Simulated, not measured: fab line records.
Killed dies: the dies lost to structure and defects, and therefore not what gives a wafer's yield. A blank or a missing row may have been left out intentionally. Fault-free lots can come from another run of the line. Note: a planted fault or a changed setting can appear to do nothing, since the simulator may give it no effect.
Which tool did it?	flow n5-finfet	Sampling: 8 lots, 24 wafers, 5 of 1938 route steps

WHAT EACH GAUGE READ, for each wafer
N5_BEOL_M4_RC_MEAS_101. Usual: DIBL_N 36.1 mV/V, standard deviation 1.6; DIBL_P 35.7 mV/V, standard deviation 1.8; IOFF_N 0.159 nA/um, standard deviation 0.027; IOFF_N_85C 3.1 nA/um, standard deviation 0.44; IOFF_N_LIN 0.073 nA/um, standard deviation 0.0097; IOFF_N_LONG 5.66e-05 nA/um, standard deviation 2.6e-06; IOFF_P 0.21 nA/um, standard deviation 0.03; ION_N 673 uA/um, standard deviation 10; ION_P 462 uA/um, standard deviation 7.4; SS_N 71.4 mV/dec, standard deviation 0.56; SS_P 73.2 mV/dec, standard deviation 0.61; VT_N 249.7 mV, standard deviation 3; VT_N_LONG 274.5 mV, standard deviation 2.1; VT_N_LVT 98.3 mV, standard deviation 2.8; VT_P -250 mV, standard deviation 3.1; VT_P_LVT -98.4 mV, standard deviation 2.7.
lot	measured	on	DIBL_N (mV/V)	DIBL_P (mV/V)	IOFF_N (nA/um)	IOFF_N_85C (nA/um)	IOFF_N_LIN (nA/um)	IOFF_N_LONG (nA/um)	IOFF_P (nA/um)	ION_N (uA/um)	ION_P (uA/um)	SS_N (mV/dec)	SS_P (mV/dec)	VT_N (mV)	VT_N_LONG (mV)	VT_N_LVT (mV)	VT_P (mV)	VT_P_LVT (mV)	flag
L610	day 8 03:34	prober-01	37.4 34.4 35.2	38.9 35.6 35.5	0.206 0.145 0.154	3.8 2.9 3.0	0.094 0.071 0.072	5.56e-05 5.51e-05 5.56e-05	0.25 0.19 0.19	692 676 664	463 462 451	72.8 71.5 71.9	74.3 73.1 72.6	244.1 248.1 248.0	272.8 273.7 274.0	92.8 98.1 98.2	-251 -254 -255	-98.5 -100.3 -101.5	
L617	day 9 18:08	prober-01	35.6 36.1 34.8	34.9 36.6 35.5	0.137 0.155 0.139	2.7 3.1 2.7	0.061 0.072 0.066	5.65e-05 5.64e-05 5.61e-05	0.18 0.22 0.20	654 670 670	451 462 466	71.5 70.7 70.8	72.7 72.8 73.3	255.4 249.0 249.9	272.6 272.7 271.7	100.9 96.4 97.9	-251 -249 -250	-100.0 -96.5 -98.2	
L622	day 11 04:47	prober-02	36.8 35.7 36.5	38.0 36.2 37.4	0.164 0.139 0.158	3.2 2.8 3.1	0.074 0.065 0.073	5.11e-05 5.21e-05 5.18e-05	0.26 0.22 0.25	664 675 678	462 471 469	71.3 71.6 70.7	73.9 72.9 74.2	248.3 252.3 249.6	276.6 277.2 275.4	99.3 100.8 99.0	-246 -250 -245	-96.4 -97.0 -95.1	
L625	day 11 15:35	prober-02	36.1 35.4 37.2	36.2 35.9 38.5	0.161 0.083 0.108	3.1 1.8 2.2	0.075 0.039 0.048	5.79e-05 3.98e-05 4e-05	0.22 0.27 0.32	682 643 655	473 474 479	72.0 71.7 71.3	72.8 73.7 72.9	248.9 267.4 260.8	276.0 292.1 294.1	96.7 114.3 110.7	-245 -241 -240	-98.0 -91.1 -89.6	OFF
L627	day 12 17:29	prober-01	35.4 38.7 39.3	35.2 38.5 38.7	0.072 0.195 0.110	1.6 3.7 2.3	0.035 0.085 0.048	4.16e-05 6.01e-05 4.17e-05	0.22 0.23 0.28	637 679 648	471 463 474	70.7 71.5 71.9	72.7 74.0 74.1	266.3 246.7 265.3	289.5 271.1 287.8	113.3 92.0 109.0	-246 -249 -241	-90.5 -94.5 -88.5	OFF
L611	day 13 19:43	prober-02	35.2 34.6 35.8	36.1 35.4 36.3	0.172 0.143 0.170	3.4 2.9 3.4	0.081 0.068 0.079	5.75e-05 5.71e-05 5.74e-05	0.23 0.23 0.24	691 664 680	479 471 468	71.9 71.3 71.6	73.7 73.3 74.1	247.3 251.2 250.4	271.3 273.2 274.4	94.5 98.1 96.2	-247 -246 -246	-94.8 -95.1 -95.0	
L629	day 13 17:08	prober-01	34.9 35.7 36.4	34.5 36.9 37.7	0.122 0.148 0.163	2.5 2.9 3.2	0.060 0.071 0.077	5.71e-05 5.65e-05 5.7e-05	0.17 0.21 0.21	666 683 683	455 467 465	71.1 70.8 71.6	73.3 73.6 73.8	253.6 250.6 250.1	273.5 275.7 274.1	103.6 98.9 98.3	-252 -250 -251	-102.1 -99.4 -99.3	
L631	day 15 05:43	prober-01	35.2 34.7 36.7	34.8 33.7 36.9	0.156 0.139 0.201	3.0 2.7 3.7	0.071 0.066 0.090	5.82e-05 6.07e-05 6.03e-05	0.22 0.20 0.26	662 670 694	460 468 482	71.1 70.9 71.0	73.1 72.1 73.1	247.2 251.6 243.3	271.6 270.0 270.8	97.4 98.4 91.3	-244 -245 -242	-96.3 -96.0 -92.5	

WHICH TOOL RAN EACH LOT (tool, then ch and the chambers of the sampled wafers, then the start)
lot	N5_HKMG_FIN_ETCH_35	N5_HKMG_FIN_STRIP_92	N5_HKMG_FIN_ALD_91	N5_HKMG_FIN_ETCHBACK_68
L610	rie-diel-01 ch 0,2, day 4 11:28	rie-diel-01 ch 0,2, day 4 11:37	ald-metal-01 ch 0,1, day 4 12:08	rie-metal-01 ch 1, day 4 13:46
L617	rie-diel-03 ch 2,3, day 6 06:31	rie-diel-03 ch 2,3, day 6 06:40	ald-metal-01 ch 1,3, day 6 07:12	rie-metal-02 ch 0,1, day 6 08:55
L622	rie-diel-03 ch 0,1,2, day 7 08:02	rie-diel-03 ch 0,1,2, day 7 08:11	ald-metal-01 ch 1,2,3, day 7 08:43	rie-metal-01 ch 0,1, day 7 10:23
L625	rie-diel-01 ch 0,3, day 8 04:12	rie-diel-01 ch 0,3, day 8 04:21	ald-metal-01 ch 0,3, day 8 04:53	rie-metal-01 ch 0,1, day 8 06:31
L627	rie-diel-01 ch 0,1,2, day 8 14:37	rie-diel-01 ch 0,1,2, day 8 14:46	ald-metal-01 ch 0,1,2, day 8 15:20	rie-metal-01 ch 0,1, day 8 17:10
L611	rie-diel-01 ch 0,1,3, day 9 02:17	rie-diel-01 ch 0,1,3, day 9 02:26	ald-metal-04 ch 2,3, day 9 02:58	rie-metal-02 ch 0,1, day 9 04:43
L629	rie-diel-03 ch 1,2,3, day 9 10:11	rie-diel-03 ch 1,2,3, day 9 10:17	ald-metal-04 ch 0,3, day 9 10:47	rie-metal-02 ch 0,1, day 9 12:28
L631	rie-diel-01 ch 0,2,3, day 9 23:12	rie-diel-01 ch 0,2,3, day 9 23:21	ald-metal-04 ch 0,1,2, day 9 23:55	rie-metal-02 ch 0,1, day 10 01:47
- N5_HKMG_FIN_ETCH_35: etches SOC in N2/H2, target depth 215.8 nm, time 243.4 s.
- N5_HKMG_FIN_STRIP_92: strips SOC in N2/H2, time 20 s.
- N5_HKMG_FIN_ALD_91: deposits TiN, target thk 1 nm, pulse time 1 s, purge time 3 s.
- N5_HKMG_FIN_ETCHBACK_68: etches the open film in Cl2/Ar, stops on HfO2, target depth 0.5 nm.

AS READ BY THE TOOLS THEMSELVES (means over the sampled wafers that have a number; for cases with no such wafer, the mark the record gives instead)
N5_HKMG_FIN_ETCH_35. Usual: drypump-motor-current-A 5.6 A, standard deviation 0.31; oes-product-au 0.77 a.u., standard deviation 0.074; rf-vpp-V 142.0 V, standard deviation 0.83; showerhead-plenum-p-Torr 2.59 Torr, standard deviation 0.072; throttle-valve-pct 17.87 %, standard deviation 0.3.
lot	tool	drypump-motor-current-A (A)	oes-product-au (a.u.)	rf-vpp-V (V)	showerhead-plenum-p-Torr (Torr)	throttle-valve-pct (%)	flag
L610	rie-diel-01	5.7	0.83	142.7	2.69	17.79	
L617	rie-diel-03	5.5	0.74	141.3	2.54	17.88	
L622	rie-diel-03	5.8	0.72	142.4	2.55	17.80	
L625	rie-diel-01	5.6	0.86	141.6	2.56	17.58	
L627	rie-diel-01	5.6	0.76	142.4	2.66	18.00	
L611	rie-diel-01	5.6	0.82	142.4	2.62	17.74	
L629	rie-diel-03	5.7	0.72	141.5	2.53	17.80	
L631	rie-diel-01	5.6	0.79	142.0	2.60	17.87	

N5_HKMG_FIN_STRIP_92. Usual: bias-power-w 8.000 W, standard deviation 0.024; drypump-motor-current-A 5.6 A, standard deviation 0.31; oes-product-au 0.77 a.u., standard deviation 0.074; rf-vpp-V 54.4 V, standard deviation 0.87; showerhead-plenum-p-Torr 3.41 Torr, standard deviation 0.092; throttle-valve-pct 19.0 %, standard deviation 0.43.
lot	tool	bias-power-w (W)	drypump-motor-current-A (A)	oes-product-au (a.u.)	rf-vpp-V (V)	showerhead-plenum-p-Torr (Torr)	throttle-valve-pct (%)	flag
L610	rie-diel-01	8.030	5.7	0.84	55.0	3.55	19.1	
L617	rie-diel-03	7.978	5.6	0.74	53.6	3.36	19.0	
L622	rie-diel-03	8.007	5.8	0.72	54.0	3.36	18.7	
L625	rie-diel-01	8.016	5.6	0.87	53.7	3.39	18.9	
L627	rie-diel-01	8.004	5.7	0.77	54.1	3.51	19.3	
L611	rie-diel-01	8.005	5.6	0.83	53.8	3.45	19.0	
L629	rie-diel-03	7.982	5.8	0.73	54.4	3.34	18.9	
L631	rie-diel-01	8.010	5.6	0.79	55.4	3.44	19.2	

N5_HKMG_FIN_ALD_91. Usual: heater-power-w 873 W, standard deviation 95; precursor-pulse-height-rel 1.000, standard deviation 0.02.
lot	tool	heater-power-w (W)	precursor-pulse-height-rel	flag
L610	ald-metal-01	885	1.006	
L617	ald-metal-01	839	1.004	
L622	ald-metal-01	860	0.988	
L625	ald-metal-01	937	0.996	
L627	ald-metal-01	877	1.008	
L611	ald-metal-04	825	0.996	
L629	ald-metal-04	911	1.005	
L631	ald-metal-04	961	0.997	

N5_HKMG_FIN_ETCHBACK_68. Usual: drypump-motor-current-A 5.6 A, standard deviation 0.38; oes-product-au 0.75 a.u., standard deviation 0.15; throttle-valve-pct 21.05 %, standard deviation 0.15.
lot	tool	drypump-motor-current-A (A)	oes-product-au (a.u.)	throttle-valve-pct (%)	flag
L610	rie-metal-01	5.1	0.93	21.15	
L617	rie-metal-02	5.6	0.57	21.21	
L622	rie-metal-01	5.4	0.90	21.16	
L625	rie-metal-01	5.8	0.90	21.14	
L627	rie-metal-01	5.7	0.87	21.18	
L611	rie-metal-02	5.5	0.73	20.95	
L629	rie-metal-02	5.6	0.82	20.95	
L631	rie-metal-02	5.5	0.71	20.97	

THE ANSWER, worked out from the rows above alone
Rule: lot off if the mean of its wafers having a number is beyond 3 standard deviations from the usual mean. Also off: a lot with no number at a reading for which 4 or more lots have one. Where the step has rows for the other lots, those lots are counted as sound. After the gauges, taken in route order, come the tools' own readings; for these a lot's mean is taken, as printed above. The first step at which some lot is off is used, and at that step the reading that is off furthest; a lot without a number counts as furthest.
Off: at N5_BEOL_M4_RC_MEAS_101 (VT_N_LONG), L625, L627.
A tool fits if, at a process step before that reading, it ran every lot that is off, and no sound lot after the first of them. Gauges at N5_BEOL_M4_RC_MEAS_101: tried the same way as those tools. 2 tools fit, ald-metal-01 at N5_HKMG_FIN_ALD_91 and rie-metal-01 at N5_HKMG_FIN_ETCHBACK_68, so this cannot tell which one it is.

WHAT WAS PUT IN BY THE SIMULATOR
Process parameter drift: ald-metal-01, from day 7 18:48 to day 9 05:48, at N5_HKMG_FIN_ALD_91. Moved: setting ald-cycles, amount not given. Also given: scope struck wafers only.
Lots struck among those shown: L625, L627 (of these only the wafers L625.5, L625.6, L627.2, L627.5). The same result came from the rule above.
